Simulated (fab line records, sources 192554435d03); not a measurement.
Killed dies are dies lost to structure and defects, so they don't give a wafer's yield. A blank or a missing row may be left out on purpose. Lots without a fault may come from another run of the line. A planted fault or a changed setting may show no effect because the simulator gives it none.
A sampling plan put to the test | flow n5_finfet | one fab line, 36 faults that these records tell of, each judged on the records of the lots that it struck; 1 more is left out, because the records don't allow judging it
The plan is the line's own looks: the steps of the route at which a gauge or an inspection reads the wafer and doesn't change it. A look can be judged if struck wafers have a number there and the file gives its usual mean and standard deviation on fault-free wafers. Caught: at a look after the fault's first step, the mean of the struck wafers lies 4 or more of those standard deviations (sigma) from the usual mean. On the tool: the same test on the tool's own readings at the fault's steps. Another recipe on the struck wafers, or a record that is blank for them alone, also counts as caught.

THE FAULTS, as the simulator had put them in
1. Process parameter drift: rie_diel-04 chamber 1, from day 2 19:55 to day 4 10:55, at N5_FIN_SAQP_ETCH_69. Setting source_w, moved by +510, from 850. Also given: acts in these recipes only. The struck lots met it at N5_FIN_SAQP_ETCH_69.
2. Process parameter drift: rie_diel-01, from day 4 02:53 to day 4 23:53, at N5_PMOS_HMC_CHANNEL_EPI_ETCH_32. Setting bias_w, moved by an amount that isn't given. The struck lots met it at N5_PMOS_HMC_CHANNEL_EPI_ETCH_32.
3. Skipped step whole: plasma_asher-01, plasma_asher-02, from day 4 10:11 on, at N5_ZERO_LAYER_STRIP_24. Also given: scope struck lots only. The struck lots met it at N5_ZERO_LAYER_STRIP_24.
4. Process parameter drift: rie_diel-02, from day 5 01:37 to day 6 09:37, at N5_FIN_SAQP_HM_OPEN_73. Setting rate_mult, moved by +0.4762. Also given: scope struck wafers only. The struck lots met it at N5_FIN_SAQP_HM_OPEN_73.
5. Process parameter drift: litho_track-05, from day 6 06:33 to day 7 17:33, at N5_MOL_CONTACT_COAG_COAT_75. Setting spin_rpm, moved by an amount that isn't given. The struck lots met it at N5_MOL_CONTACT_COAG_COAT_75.
6. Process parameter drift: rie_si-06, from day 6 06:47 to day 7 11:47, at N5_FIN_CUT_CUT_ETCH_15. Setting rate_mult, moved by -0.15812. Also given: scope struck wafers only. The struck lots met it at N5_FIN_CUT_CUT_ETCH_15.
7. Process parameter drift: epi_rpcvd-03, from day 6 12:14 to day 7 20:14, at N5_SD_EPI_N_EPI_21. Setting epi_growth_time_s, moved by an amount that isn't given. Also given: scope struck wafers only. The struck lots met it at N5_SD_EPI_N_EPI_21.
8. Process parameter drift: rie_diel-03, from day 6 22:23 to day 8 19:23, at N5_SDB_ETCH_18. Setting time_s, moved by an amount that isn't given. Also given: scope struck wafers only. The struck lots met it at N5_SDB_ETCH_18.
9. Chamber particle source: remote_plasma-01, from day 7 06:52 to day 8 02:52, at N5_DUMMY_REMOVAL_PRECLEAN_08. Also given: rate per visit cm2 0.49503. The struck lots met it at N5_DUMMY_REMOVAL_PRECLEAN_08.
10. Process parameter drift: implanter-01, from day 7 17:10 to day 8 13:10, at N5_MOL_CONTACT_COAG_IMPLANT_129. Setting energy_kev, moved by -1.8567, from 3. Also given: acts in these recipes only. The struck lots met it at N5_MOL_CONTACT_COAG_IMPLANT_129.
11. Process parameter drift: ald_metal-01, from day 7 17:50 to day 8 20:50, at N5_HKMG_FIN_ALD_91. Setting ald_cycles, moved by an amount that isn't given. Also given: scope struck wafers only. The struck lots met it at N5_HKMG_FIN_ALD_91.
12. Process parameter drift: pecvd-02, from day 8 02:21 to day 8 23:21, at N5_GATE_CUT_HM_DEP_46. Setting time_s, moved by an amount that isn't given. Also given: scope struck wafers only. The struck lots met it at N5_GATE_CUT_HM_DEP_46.
13. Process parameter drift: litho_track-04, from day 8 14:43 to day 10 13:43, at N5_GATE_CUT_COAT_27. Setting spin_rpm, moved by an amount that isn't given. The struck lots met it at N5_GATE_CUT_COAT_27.
14. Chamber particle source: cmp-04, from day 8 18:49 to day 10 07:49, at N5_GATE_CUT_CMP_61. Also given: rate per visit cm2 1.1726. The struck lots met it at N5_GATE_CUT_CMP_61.
15. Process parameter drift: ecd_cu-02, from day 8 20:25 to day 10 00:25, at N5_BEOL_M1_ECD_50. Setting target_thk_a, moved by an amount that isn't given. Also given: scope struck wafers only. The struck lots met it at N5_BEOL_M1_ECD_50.
16. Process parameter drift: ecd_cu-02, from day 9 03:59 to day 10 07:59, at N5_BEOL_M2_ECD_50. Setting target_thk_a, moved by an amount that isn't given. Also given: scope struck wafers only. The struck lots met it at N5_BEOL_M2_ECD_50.
17. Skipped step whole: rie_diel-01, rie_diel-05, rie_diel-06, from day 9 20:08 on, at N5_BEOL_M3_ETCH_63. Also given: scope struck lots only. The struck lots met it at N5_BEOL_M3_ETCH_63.
18. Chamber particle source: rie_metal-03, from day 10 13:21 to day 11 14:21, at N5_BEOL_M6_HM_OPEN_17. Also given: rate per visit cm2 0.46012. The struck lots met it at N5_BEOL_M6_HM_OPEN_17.
19. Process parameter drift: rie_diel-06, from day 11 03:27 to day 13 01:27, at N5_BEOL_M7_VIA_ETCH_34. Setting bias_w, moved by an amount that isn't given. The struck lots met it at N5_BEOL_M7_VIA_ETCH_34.
20. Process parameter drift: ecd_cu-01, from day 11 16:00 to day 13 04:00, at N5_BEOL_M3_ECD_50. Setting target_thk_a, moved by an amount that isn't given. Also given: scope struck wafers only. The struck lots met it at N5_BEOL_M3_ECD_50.
21. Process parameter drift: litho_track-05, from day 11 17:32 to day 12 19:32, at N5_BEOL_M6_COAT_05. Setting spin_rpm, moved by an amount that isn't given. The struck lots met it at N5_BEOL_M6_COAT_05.
22. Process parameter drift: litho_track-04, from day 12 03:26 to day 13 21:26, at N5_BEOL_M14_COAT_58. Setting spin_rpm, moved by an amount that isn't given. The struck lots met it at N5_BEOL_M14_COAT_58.
23. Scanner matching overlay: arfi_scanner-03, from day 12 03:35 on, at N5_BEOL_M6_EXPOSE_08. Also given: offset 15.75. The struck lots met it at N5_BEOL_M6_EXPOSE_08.
24. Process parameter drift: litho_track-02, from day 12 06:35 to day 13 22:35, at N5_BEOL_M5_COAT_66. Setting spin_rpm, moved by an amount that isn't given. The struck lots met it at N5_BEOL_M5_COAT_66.
25. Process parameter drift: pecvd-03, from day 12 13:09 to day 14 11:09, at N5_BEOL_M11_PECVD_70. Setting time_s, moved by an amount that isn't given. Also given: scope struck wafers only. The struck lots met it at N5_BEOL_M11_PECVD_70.
26. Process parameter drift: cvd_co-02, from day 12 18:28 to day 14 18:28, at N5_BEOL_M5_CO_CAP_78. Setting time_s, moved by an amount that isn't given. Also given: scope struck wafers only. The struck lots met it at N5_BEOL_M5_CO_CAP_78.
27. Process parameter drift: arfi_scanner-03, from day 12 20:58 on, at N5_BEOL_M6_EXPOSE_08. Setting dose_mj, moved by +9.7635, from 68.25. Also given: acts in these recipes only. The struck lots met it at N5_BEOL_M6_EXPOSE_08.
28. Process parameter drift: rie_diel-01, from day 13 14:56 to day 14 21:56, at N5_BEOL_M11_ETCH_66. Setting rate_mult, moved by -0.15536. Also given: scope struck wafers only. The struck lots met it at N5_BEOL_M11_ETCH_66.
29. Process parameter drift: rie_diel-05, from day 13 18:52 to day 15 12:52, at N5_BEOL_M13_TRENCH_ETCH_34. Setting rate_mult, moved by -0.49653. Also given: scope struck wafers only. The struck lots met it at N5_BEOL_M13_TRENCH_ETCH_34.
30. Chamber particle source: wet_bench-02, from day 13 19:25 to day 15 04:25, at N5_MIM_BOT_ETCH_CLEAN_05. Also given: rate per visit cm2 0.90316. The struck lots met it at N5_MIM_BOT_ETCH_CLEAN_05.
31. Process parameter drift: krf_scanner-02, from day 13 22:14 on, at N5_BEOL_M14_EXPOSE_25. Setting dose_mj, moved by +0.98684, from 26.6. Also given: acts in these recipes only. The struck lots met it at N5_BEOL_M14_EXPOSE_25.
32. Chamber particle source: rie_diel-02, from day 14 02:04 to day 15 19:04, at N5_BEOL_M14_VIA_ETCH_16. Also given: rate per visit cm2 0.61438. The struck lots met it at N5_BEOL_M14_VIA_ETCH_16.
33. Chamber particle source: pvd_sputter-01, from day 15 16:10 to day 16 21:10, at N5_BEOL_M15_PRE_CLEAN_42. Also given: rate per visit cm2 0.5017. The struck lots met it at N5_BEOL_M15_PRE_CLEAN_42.
34. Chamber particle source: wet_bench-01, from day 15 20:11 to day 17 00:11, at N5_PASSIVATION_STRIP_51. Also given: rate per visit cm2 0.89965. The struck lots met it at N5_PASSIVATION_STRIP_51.
35. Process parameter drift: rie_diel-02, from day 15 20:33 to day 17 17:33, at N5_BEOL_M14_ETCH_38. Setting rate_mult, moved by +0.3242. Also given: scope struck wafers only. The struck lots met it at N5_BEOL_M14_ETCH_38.
36. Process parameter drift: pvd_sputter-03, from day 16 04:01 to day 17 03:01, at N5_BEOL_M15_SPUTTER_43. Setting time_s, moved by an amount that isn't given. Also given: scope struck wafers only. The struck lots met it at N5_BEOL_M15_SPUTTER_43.

WHAT THE PLAN SAW
fault | on the tool itself                               | first look that catches it                      | reading, sigma                                             | median hours from its first step to that look | hours from the fault's start to the first struck lot there | judged looks passed uncaught
1     | rf_fwd_power_W +99 or beyond sigma               | not the one look that can be judged after it    | -                                                          | -                                             | -                                                          | 1
2     | bias_w +42 sigma                                 | not the one look that can be judged after it    | -                                                          | -                                             | -                                                          | 1
3     | no reading that can be judged                    | not the one look that can be judged after it    | -                                                          | -                                             | -                                                          | 1
4     | under 2 sigma                                    | not the one look that can be judged after it    | -                                                          | -                                             | -                                                          | 1
5     | spin_speed_rpm -69 sigma                         | not the one look that can be judged after it    | -                                                          | -                                             | -                                                          | 1
6     | under 2 sigma                                    | not the one look that can be judged after it    | -                                                          | -                                             | -                                                          | 1
7     | under 2 sigma                                    | N5_SD_EPI_N_EPI_MEAS_23                         | thk_nm -4.5                                                | 1.6                                           | 11                                                         | 0
8     | under 2 sigma                                    | not the one look that can be judged after it    | -                                                          | -                                             | -                                                          | 1
9     | no reading that can be judged                    | no look after it can be judged                  | -                                                          | -                                             | -                                                          | 0
10    | beam_energy_keV -99 or beyond sigma              | N5_BEOL_M4_RC_MEAS_101                          | RC_DENSE_N +19                                             | 87.9                                          | 108                                                        | 0
11    | under 2 sigma                                    | N5_BEOL_M4_RC_MEAS_101                          | IOFF_N_LONG +99 or beyond                                  | 80.8                                          | 85                                                         | 0
12    | under 2 sigma                                    | none of the 2 looks that can be judged after it | strongest: GC_FILL_THK at N5_GATE_CUT_THK_MEAS_24, +2.7    | -                                             | -                                                          | 2
13    | spin_speed_rpm +99 or beyond sigma               | not the one look that can be judged after it    | -                                                          | -                                             | -                                                          | 1
14    | under 2 sigma                                    | N5_GATE_CUT_INSPECT_26                          | raw_defect_count +53                                       | 0.2                                           | 3                                                          | 0
15    | no reading that can be judged                    | none of the 2 looks that can be judged after it | -                                                          | -                                             | -                                                          | 2
16    | no reading that can be judged                    | none of the 2 looks that can be judged after it | -                                                          | -                                             | -                                                          | 2
17    | the tool's record is blank for the struck wafers | no look after it can be judged                  | -                                                          | -                                             | -                                                          | 0
18    | under 2 sigma                                    | not the one look that can be judged after it    | strongest: raw_defect_count at N5_BEOL_M6_INSPECT_30, +3.8 | -                                             | -                                                          | 1
19    | bias_w -21 sigma                                 | no look after it can be judged                  | -                                                          | -                                             | -                                                          | 0
20    | no reading that can be judged                    | not the one look that can be judged after it    | -                                                          | -                                             | -                                                          | 1
21    | spin_speed_rpm -70 sigma                         | none of the 3 looks that can be judged after it | -                                                          | -                                             | -                                                          | 3
22    | spin_speed_rpm +99 or beyond sigma               | none of the 3 looks that can be judged after it | -                                                          | -                                             | -                                                          | 3
23    | no reading that can be judged                    | N5_BEOL_M6_OVL_MEAS_12                          | M6_OVL +22                                                 | 0.2                                           | 17                                                         | 0
24    | spin_speed_rpm +99 or beyond sigma               | no look after it can be judged                  | -                                                          | -                                             | -                                                          | 0
25    | under 2 sigma                                    | not the one look that can be judged after it    | -                                                          | -                                             | -                                                          | 1
26    | run_length_s +99 or beyond sigma                 | no look after it can be judged                  | -                                                          | -                                             | -                                                          | 0
27    | exposure_dose_mJ_cm2 +14 sigma                   | N5_BEOL_M6_CD_MEAS_11                           | cd_nm +13                                                  | 0.1                                           | 1                                                          | 0
28    | under 2 sigma                                    | no look after it can be judged                  | -                                                          | -                                             | -                                                          | 0
29    | only faintly: oes_product_au -2.7 sigma          | N5_BEOL_M13_OCD_MEAS_35                         | trench_depth_nm -44                                        | 0.2                                           | 5                                                          | 0
30    | no reading that can be judged                    | no look after it can be judged                  | -                                                          | -                                             | -                                                          | 0
31    | exposure_dose_mJ_cm2 +38 sigma                   | N5_BEOL_M14_CD_MEAS_28                          | cd_nm +5.1                                                 | 0.2                                           | 2                                                          | 0
32    | under 2 sigma                                    | no look after it can be judged                  | -                                                          | -                                             | -                                                          | 0
33    | under 2 sigma                                    | no look after it can be judged                  | -                                                          | -                                             | -                                                          | 0
34    | no reading that can be judged                    | no look after it can be judged                  | -                                                          | -                                             | -                                                          | 0
35    | under 2 sigma                                    | no look after it can be judged                  | -                                                          | -                                             | -                                                          | 0
36    | under 2 sigma                                    | no look after it can be judged                  | -                                                          | -                                             | -                                                          | 0
A dash: the fault isn't caught, or these records don't give the number.

Caught at a look: 8 of 36. Caught on the tool: 13 of 36. By one or the other: 18 of 36.
Caught on the tool alone: faults 1, 2, 5, 13, 17, 19, 21, 22, 24, 26.
Caught at a look alone: faults 7, 11, 14, 23, 29.
Caught by neither: faults 3, 4, 6, 8, 9, 12, 15, 16, 18, 20, 25, 28, 30, 32, 33, 34, 35, 36.

THINNER SAMPLING
If the look that catches a fault measured only every second or every third lot, by lot number, the first struck lot would be measured this late in the worst case:
fault | struck lots at that look, in order of time | every lot | every second lot | every third lot
7     | L208, L210, L212                           | 11 h      | may miss all 3   | 28 h
10    | L601                                       | 108 h     | may miss it      | may miss it
11    | L177, L178                                 | 85 h      | 107 h            | may miss all 2
14    | L162, L166                                 | 3 h       | may miss all 2   | may miss all 2
23    | L543, L547                                 | 17 h      | may miss all 2   | may miss all 2
27    | L869, L870                                 | 1 h       | 17 h             | may miss all 2
29    | L418                                       | 5 h       | may miss it      | may miss it
31    | L211, L215                                 | 2 h       | may miss all 2   | may miss all 2
Hours are from the fault's start to the first struck lot that is measured. The limit of 4 sigma was tested on all struck wafers together, so one lot alone may lie under it. Other struck lots may not be in these records.

THE LONGEST TIMED WAY FROM STEP TO LOOK
Fault 10: a median of 87.9 hours passes between N5_MOL_CONTACT_COAG_IMPLANT_129 and N5_BEOL_M4_RC_MEAS_101. No look between them can be judged.
